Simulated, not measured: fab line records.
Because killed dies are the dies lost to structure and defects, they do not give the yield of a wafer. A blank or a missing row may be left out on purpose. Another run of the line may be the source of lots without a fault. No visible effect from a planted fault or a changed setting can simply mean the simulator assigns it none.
A lot that was struck, set against a sound lot || flow n5Finfet || 17 steps out of a route of 1938
Sound: the wafers L999.3, L999.4, L999.6. Struck: wafer L111.4 (left out: L111.1, L111.6 of the same lot, which were not struck); the cause appears at the end.
For every step that has rows: the tool of each side, followed by ch and its chambers, followed by its first start. Under that, the readings that differ: sound wafers || struck wafers || difference of the means || sigmas: that difference in standard deviations of wafers without a fault.
alike: readings whose means differ by less than 2 such deviations, and words and numbers that are the same on both sides. not compared: withheld readings, readings that some wafer has no value for, bounds like >300 that may hide the same value, and numbers for which the record gives no deviation and whose values overlap.
The two part at a step that has a row with sigmas, a row that says differs or no value, or rows on one side only. When numbers do not overlap yet have no deviation, they are printed without sigmas and do not part them. A reading that every wafer of one side lacks parts them only if that side has two wafers or more.

first, 5 steps without rows for these wafers: N5_SD_EPI_P_EBR_05; N5_SD_EPI_P_SOFTBAKE_04 (time 60 s); N5_SD_EPI_P_EXPOSE_06 (exposes mask SD P BLK, target cd 240 nm); N5_SD_EPI_P_PEB_07 (peb time 60 s); N5_SD_EPI_P_DEVELOP_08 (develop time 30 s).
N5_SD_EPI_P_CD_MEAS_09 targets a cd of 240 nm.
  sound on cdSem-03 ch 0, day 4 02:17; struck on cdSem-01 ch 0, day 7 06:05
{"reading": "cdNm (nm)", "sound": "240.5 241.1 240.7", "struck": 239.5, "difference": -1.3, "sigmas": -2}
N5_SD_EPI_P_OVL_MEAS_10:
  sound on overlay-02 ch 0, day 4 02:19; struck on overlay-02 ch 0, day 7 06:07
  alike: SD_P_BLK_OVL
N5_SD_EPI_P_INSPECT_11: inspects for defects (macro).
  sound: defectInspect-02 at day 4 02:20; struck: defectInspect-02 at day 7 06:09
  alike: rawDefectCount
N5_SD_EPI_P_DESCUM_14: chemistry O2, time 7.9 s.
  sound on rieDiel-01 ch 1,2,3, day 4 02:22; struck on rieDiel-05 ch 0, day 7 06:48
{"reading": "chamberPressureMTorr (mTorr)", "sound": "19.998 20.022 19.998", "struck": 19.970, "difference": -0.036, "sigmas": -2}
{"reading": "oesProductAu (a.u.)", "sound": "0.71 0.76 0.76", "struck": 0.93, "difference": "+0.19", "sigmas": "+2"}
{"reading": "rfVppV (V)", "sound": "242.8 242.6 243.2", "struck": 246.0, "difference": "+3.1", "sigmas": "+3"}
{"reading": "showerheadPlenumPTorr (Torr)", "sound": "2.07 2.02 2.10", "struck": 2.24, "difference": "+0.18", "sigmas": "+3"}
  alike: drypumpMotorCurrentA, throttleValvePct
  not compared: rfHoursCounterH
N5_SD_EPI_P_ETCH_36: etches SiARC in CF4, target depth 45.5 nm, time 75.8 s.
  sound on rieDiel-01 ch 1,2,3, day 4 02:25; struck on rieDiel-05 ch 0, day 7 06:50
{"reading": "chamberPressureMTorr (mTorr)", "sound": "39.99 39.94 40.02", "struck": 40.07, "difference": "+0.09", "sigmas": "+2"}
{"reading": "oesProductAu (a.u.)", "sound": "0.60 0.65 0.66", "struck": 0.80, "difference": "+0.16", "sigmas": "+2"}
{"reading": "showerheadPlenumPTorr (Torr)", "sound": "2.12 2.06 2.14", "struck": 2.29, "difference": "+0.18", "sigmas": "+3"}
  alike: drypumpMotorCurrentA, etchRfOnTimeS, rfVppV, throttleValvePct
  not compared: rfHoursCounterH
N5_SD_EPI_P_ETCH_37: etches SOC in N2/H2, overetch 108 nm, time 486 s.
  sound on rieDiel-01 ch 1,2,3, day 4 02:28; struck on rieDiel-05 ch 0, day 7 06:53
{"reading": "oesProductAu (a.u.)", "sound": "0.65 0.69 0.69", "struck": 0.83, "difference": "+0.15", "sigmas": "+2"}
{"reading": "rfVppV (V)", "sound": "240.8 240.4 239.7", "struck": 243.2, "difference": "+2.9", "sigmas": "+2"}
{"reading": "showerheadPlenumPTorr (Torr)", "sound": "2.52 2.45 2.54", "struck": 2.71, "difference": "+0.21", "sigmas": "+3"}
  alike: chamberPressureMTorr, drypumpMotorCurrentA, throttleValvePct
  not compared: rfHoursCounterH
then, 1 step without rows for these wafers: N5_SD_EPI_P_STRIP_38 (strips in N2/H2).
N5_SD_EPI_P_ETCHBACK_46: etches SiNx in CH3F/O2, stops on SiO2, target depth 17.5 nm.
  sound on rieDiel-01 ch 1,2,3, day 4 02:47; struck on rieDiel-05 ch 0, day 7 07:13
{"reading": "oesProductAu (a.u.)", "sound": "0.61 0.65 0.65", "struck": 0.79, "difference": "+0.15", "sigmas": "+2"}
{"reading": "showerheadPlenumPTorr (Torr)", "sound": "1.99 1.91 2.00", "struck": 2.15, "difference": "+0.18", "sigmas": "+3"}
{"reading": "model.SiARC_of_SD_EPI_P_COAT_35.thkNm (nm)", "sound": "15.6 15.2 14.8", "struck": 13, "difference": -2, "sigmas": ""}
  alike: chamberPressureMTorr, drypumpMotorCurrentA, rfVppV, throttleValvePct
  not compared: rfHoursCounterH
N5_SD_EPI_P_ETCH_47: etches SiOCN in CH3F/O2, target depth 25 nm.
  sound on rieDiel-01 ch 1,2,3, day 4 02:53; struck on rieDiel-05 ch 0, day 7 07:19
{"reading": "oesProductAu (a.u.)", "sound": "0.71 0.76 0.77", "struck": 0.93, "difference": "+0.18", "sigmas": "+2"}
{"reading": "showerheadPlenumPTorr (Torr)", "sound": "1.99 1.91 2.00", "struck": 2.15, "difference": "+0.18", "sigmas": "+3"}
  alike: chamberPressureMTorr, drypumpMotorCurrentA, rfVppV, throttleValvePct
  not compared: rfHoursCounterH
N5_SD_EPI_P_ETCH_16: etches SiO2 in CHF3/O2, target depth 5 nm.
  sound on rieDiel-01 ch 1,2,3, day 4 02:59; struck on rieDiel-05 ch 0, day 7 07:25
{"reading": "oesProductAu (a.u.)", "sound": "0.71 0.75 0.77", "struck": 0.93, "difference": "+0.19", "sigmas": "+2"}
{"reading": "showerheadPlenumPTorr (Torr)", "sound": "2.40 2.31 2.41", "struck": 2.58, "difference": "+0.21", "sigmas": "+3"}
{"reading": "model.SiARC_of_SD_EPI_P_COAT_35.thkNm (nm)", "sound": "12 11.6 11.2", "struck": 9.4, "difference": -2.2, "sigmas": ""}
  alike: chamberPressureMTorr, drypumpMotorCurrentA, rfVppV, throttleValvePct
  not compared: rfHoursCounterH
then, 1 step without rows for these wafers: N5_SD_EPI_P_STRIP_50 (strips in CHF3/O2).
-- record jumps: 5 days separate the struck wafers' starts on either side; left off in module SD_EPI_P, taken up again in module BEOL_M4, whose first shown step is the route's number 1111 --
N5_BEOL_M4_RC_MEAS_101:
  sound on prober-02 ch 0, day 8 19:25; struck on prober-01 ch 0, day 11 23:56
{"reading": "ION_N (uA/um)", "sound": "687 678 671", "struck": 656, "difference": -23, "sigmas": -2}
  alike: DIBL_N, DIBL_P, IOFF_N, IOFF_P, ION_P, SS_N, SS_P, VT_N, VT_P

## WHERE THEY PART
At N5_SD_EPI_P_CD_MEAS_09 first; at N5_BEOL_M4_RC_MEAS_101 last (within this record only).

WHY: the cause the simulator had injected
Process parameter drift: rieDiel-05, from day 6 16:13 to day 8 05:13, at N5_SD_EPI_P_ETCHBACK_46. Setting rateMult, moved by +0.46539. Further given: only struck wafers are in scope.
